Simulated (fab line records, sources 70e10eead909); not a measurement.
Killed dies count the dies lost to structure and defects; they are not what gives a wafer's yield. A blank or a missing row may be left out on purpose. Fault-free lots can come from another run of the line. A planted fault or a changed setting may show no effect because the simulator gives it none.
fab line records ; flow nandHarc
record lots=5; wafers=15; lastDay=33
route steps=1302 shown P_STI@107 P_GATE@110 END@1302
lots with no fault: from the same line, run without faults
startH: hours from the record's opening day to when the first of the lot's shown wafers began ; waitH: hours since the lot's step before ; " the same as in the row above ; L1.1+2: one row covering several wafers at once ; - no value, or no start was given ; * or withheld: withheld ; < > ~ a bound
route shown NAME@n: a module of which the file shows steps, and the number in the route of the first ; usual: the fault-free wafers' mean and standard deviation ; same: alike in all rows ; chamber/n: place in a boat ; sites: the reading at each site ; _std_site: their standard deviation ; _edge_site: the outer-site mean with the inner-site mean subtracted ; radiusMm: how far each site lies from the wafer's centre ; mask NAME#n: copy n ; behind: the tool/chamber that last shaped the wafer ; hold: cause of the lot's hold/its duration in hours/its outcome ; device: whichever transistor did not switch (one of n, p or np) ; end of line: the route-end tests of the same wafers ; a step given without rows: its recipe and nothing more ; killed: count of dies lost to structure and defects at first sort (not the wafer's yield) ; map: a wafer's dies, x killed, . not, _ none there
set.NAME: the setting that was run; set.NAME@STEP: the one run at that earlier step ; model.NAME: the simulator's own value behind a step, which no gauge read
lots seen at some steps along the route; tables by step, rows by wafer
services: a tool's chamber out of use, with start hour (startH, from the record's first day; less than 0 if before it), hours out, and reason
## steps
# step NHARC_P_STI_SRD_39
# step NHARC_P_STI_OXIDE_40
# recipe targetThkA=100; tempC=900; oxTimeS=1362; material=SiO2
# step NHARC_P_STI_INSPECT_25
# usual rawDefectCount=210/96
lot.wafer;tool;chamber;startH;waitH;rawDefectCount
L343.3;defectInspect-01;-;92.13;0.4;197
L343.5;defectInspect-01;-;92.13;0.4;283
L343.6;defectInspect-01;-;92.13;0.4;227
L344.1;defectInspect-01;-;103.02;0.4;127
L344.3;defectInspect-01;-;103.02;0.4;119
L344.5;defectInspect-01;-;103.02;0.4;176
L348.2;defectInspect-02;-;145.46;0.4;135
L348.3;defectInspect-02;-;145.46;0.4;186
L348.4;defectInspect-02;-;145.46;0.4;125
L358.1;defectInspect-01;-;244.69;0.4;217
L358.4;defectInspect-01;-;244.69;0.4;206
L358.5;defectInspect-01;-;244.69;0.4;107
L362.3;defectInspect-01;-;284.00;0.4;173
L362.4;defectInspect-01;-;284.00;0.4;242
L362.6;defectInspect-01;-;284.00;0.4;140
# step NHARC_P_GATE_ETCH_69
# recipe targetDepthA=140; chemistry=dHF; material=SiO2
# step NHARC_P_GATE_PRECLEAN_70
# recipe timeS=*; tempC=50; bathAgeMin=0; chemistry=SC1
# step NHARC_P_GATE_SRD_01
# step NHARC_P_GATE_OXIDE_02
# recipe targetThkA=375; tempC=950; pH2oTorr=720; oxTimeS=365; material=SiO2
# step NHARC_P_GATE_DEHYDRATE_03
# recipe tempC=150; timeS=120
# step NHARC_P_GATE_HMDS_04
# recipe timeS=30
# step NHARC_P_GATE_COAT_05
# recipe spinRpm=4690
# step NHARC_P_GATE_SOFTBAKE_06
# recipe tempC=122; timeS=95
# step NHARC_P_GATE_EBR_07
# step NHARC_P_GATE_EXPOSE_08
# recipe na=0.6; doseMj=16.75; maskId=P_HV
lot.wafer;tool;chamber;startH;waitH;mask
L343.3+5+6;krfScanner-03;0;102.22;-;P_HV#0
L344.1+3+5;krfScanner-03;0;113.19;-;P_HV#0
L348.2+3+4;krfScanner-03;0;153.73;-;P_HVPW#0
L358.1+4+5;krfScanner-04;0;252.86;-;P_HV#0
L362.3+4+6;krfScanner-03;0;292.50;-;P_HV#0
# step NHARC_P_GATE_PEB_09
# recipe pebTempC=118; pebTimeS=85
# step NHARC_P_GATE_DEVELOP_10
# recipe timeS=70
# step NHARC_P_GATE_CD_MEAS_11
# recipe targetCdNm=1640; landingEnergyEv=500
# usual cdNm=1639.8/1.4
lot.wafer;tool;chamber;startH;waitH;cdNm
L343.3;cdSem-03;0;102.37;-;1638.5
L343.5;cdSem-03;0;102.37;-;1637.9
L343.6;cdSem-03;0;102.37;-;1640.8
L344.1;cdSem-02;0;113.34;-;1638.8
L344.3;cdSem-02;0;113.34;-;1639.9
L344.5;cdSem-02;0;113.34;-;1643.1
L348.2;cdSem-03;0;153.89;-;-
L348.3;cdSem-03;0;153.89;-;-
L348.4;cdSem-03;0;153.89;-;-
L358.1;cdSem-01;0;253.02;-;1639.0
L358.4;cdSem-01;0;253.02;-;1638.3
L358.5;cdSem-01;0;253.02;-;1640.3
L362.3;cdSem-01;0;292.65;-;1636.5
L362.4;cdSem-01;0;292.65;-;1639.6
L362.6;cdSem-01;0;292.65;-;1638.7
# step NHARC_P_GATE_HARDBAKE_12
# recipe tempC=125; timeS=80
# step NHARC_END_SORT_01
# recipe tempC=25
# usual killedAtArray=52/17; killedAtOther=0.9/1.2; killedAtPeriphery=3.9/2.7; killedDies=57/16; killedOpen=3.3/1.9; killedShort=2.5/1.5
# same grossDies=677
lot.wafer;tool;chamber;startH;waitH;killedAtArray;killedAtOther;killedAtPeriphery;killedDies;killedOpen;killedShort
L348.2;prober-01;0;647.89;2.8;74;2;601;677;3;1
L348.3;prober-01;0;648.70;3.1;65;2;610;677;3;2
L348.4;prober-01;0;649.51;3.4;59;1;617;677;7;2
# killed by level:class
L348.2 P_GATE:areaExpose=599 A_CHANNEL_HOLE_D1:chamberFilmFlake=36 A_CHANNEL_HOLE_D2:chamberFilmFlake=16 A_CONTACT:chamberFilmFlake=7 A_CHANNEL_FILL_D2:chamberFilmFlake=4 A_DECK1_JOINT:chamberFilmFlake=3 A_STAIRCASE:chamberFilmFlake=3 P_STI:geometricParticle:open=1
L348.3 P_GATE:areaExpose=607 A_CHANNEL_HOLE_D1:chamberFilmFlake=34 A_CONTACT:chamberFilmFlake=10 A_CHANNEL_HOLE_D2:chamberFilmFlake=7 A_CHANNEL_FILL_D2:chamberFilmFlake=4 A_STAIRCASE:chamberFilmFlake=4 A_DECK1_JOINT:chamberFilmFlake=3 P_CONTACT:geometricParticle:open=1
L348.4 P_GATE:areaExpose=613 A_CHANNEL_HOLE_D1:chamberFilmFlake=31 A_CHANNEL_HOLE_D2:chamberFilmFlake=7 A_STAIRCASE:chamberFilmFlake=5 A_CONTACT:chamberFilmFlake=4 A_CHANNEL_FILL_D2:chamberFilmFlake=3 P_STI:chamberFilmFlake=2 P_STI:geometricParticle:open=1
# map L348.2 (x killed, . not)
____________x____________
_________xxxxxxx_________
_______xxxxxxxxxxx_______
______xxxxxxxxxxxxx______
_____xxxxxxxxxxxxxxx_____
____xxxxxxxxxxxxxxxxx____
____xxxxxxxxxxxxxxxxx____
___xxxxxxxxxxxxxxxxxxx___
___xxxxxxxxxxxxxxxxxxx___
__xxxxxxxxxxxxxxxxxxxxx__
__xxxxxxxxxxxxxxxxxxxxx__
_xxxxxxxxxxxxxxxxxxxxxxx_
_xxxxxxxxxxxxxxxxxxxxxxx_
_xxxxxxxxxxxxxxxxxxxxxxx_
_xxxxxxxxxxxxxxxxxxxxxxx_
_xxxxxxxxxxxxxxxxxxxxxxx_
xxxxxxxxxxxxxxxxxxxxxxxxx
xxxxxxxxxxxxxxxxxxxxxxxxx
xxxxxxxxxxxxxxxxxxxxxxxxx
xxxxxxxxxxxxxxxxxxxxxxxxx
xxxxxxxxxxxxxxxxxxxxxxxxx
_xxxxxxxxxxxxxxxxxxxxxxx_
_xxxxxxxxxxxxxxxxxxxxxxx_
_xxxxxxxxxxxxxxxxxxxxxxx_
_xxxxxxxxxxxxxxxxxxxxxxx_
_xxxxxxxxxxxxxxxxxxxxxxx_
__xxxxxxxxxxxxxxxxxxxxx__
__xxxxxxxxxxxxxxxxxxxxx__
___xxxxxxxxxxxxxxxxxxx___
___xxxxxxxxxxxxxxxxxxx___
____xxxxxxxxxxxxxxxxx____
____xxxxxxxxxxxxxxxxx____
_____xxxxxxxxxxxxxxx_____
______xxxxxxxxxxxxx______
_______xxxxxxxxxxx_______
_________xxxxxxx_________
____________x____________
# map L344.5 (x killed, . not)
____________.____________
_________......._________
_______..........._______
______............x______
_____..............._____
____.................____
____...x.............____
___...................___
___...................___
__.....................__
__....................x__
_......................._
_x......................_
_......................._
_x......................_
_xxx.................x.._
xxxx.....................
xxxx.....................
xxx.............x........
.xx...x.......x..........
xxxxx.........xxx........
_x.x............x.x....._
_............xxxxx......_
_xx..........xxxxxx....._
_x....x.......xxxxx....._
_x...........xxxxxx....._
__x..........xxxx......__
__.............xx......__
___.................x.___
___............x.x....___
____......x...x......____
____.................____
_____..............._____
______...x.........______
_______x.x........_______
_________..xx..._________
____________.____________
## services
tool;chamber;startH;hours;kind
krfScanner-03;-;127.10;2.2;repair
krfScanner-03;-;149.29;0.6;repair
krfScanner-04;-;182.00;4.0;pm
krfScanner-03;0;187.85;-;calibration
krfScanner-04;0;216.68;-;calibration
krfScanner-04;-;217.93;1.5;repair
krfScanner-03;-;224.00;4.0;pm
## key
firstSign step=NHARC_P_GATE_EXPOSE_08; reading=mask; direction=changed
effect step=NHARC_P_GATE_CD_MEAS_11; reading=cdNm; direction=missing
effect step=NHARC_END_SORT_01; reading=killedAtPeriphery; direction=up; sigmas=99+; usual=3.9; struck=609.3
moreKillsBornAt NHARC_P_GATE_EXPOSE_08@krfScanner-03=1819
metAt NHARC_P_GATE_EXPOSE_08
struckWafers L348.2,L348.3,L348.4
laterRowsLeftOut L348.2,L348.3,L348.4
testerLeftOut L348
onsetBetween 113.19 153.73
fault kind=wrongMask; tool=any; chamber=-; onsetH=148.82; steps=NHARC_P_GATE_EXPOSE_08; auxCopy=P_HVPW#0; scope=struckLotsOnly
# testerLeftOut: of these lots the tester's yield and bins aren't shown, on N5 and GAA mostly nor the transistor test; their killed dies are dies lost to structure and defects alone, not to doping, threshold or leakage, so they don't give the yield
# laterRowsLeftOut: the simulator's readings of these wafers behind a module that went badly wrong aren't trusted and aren't shown, but for the sort
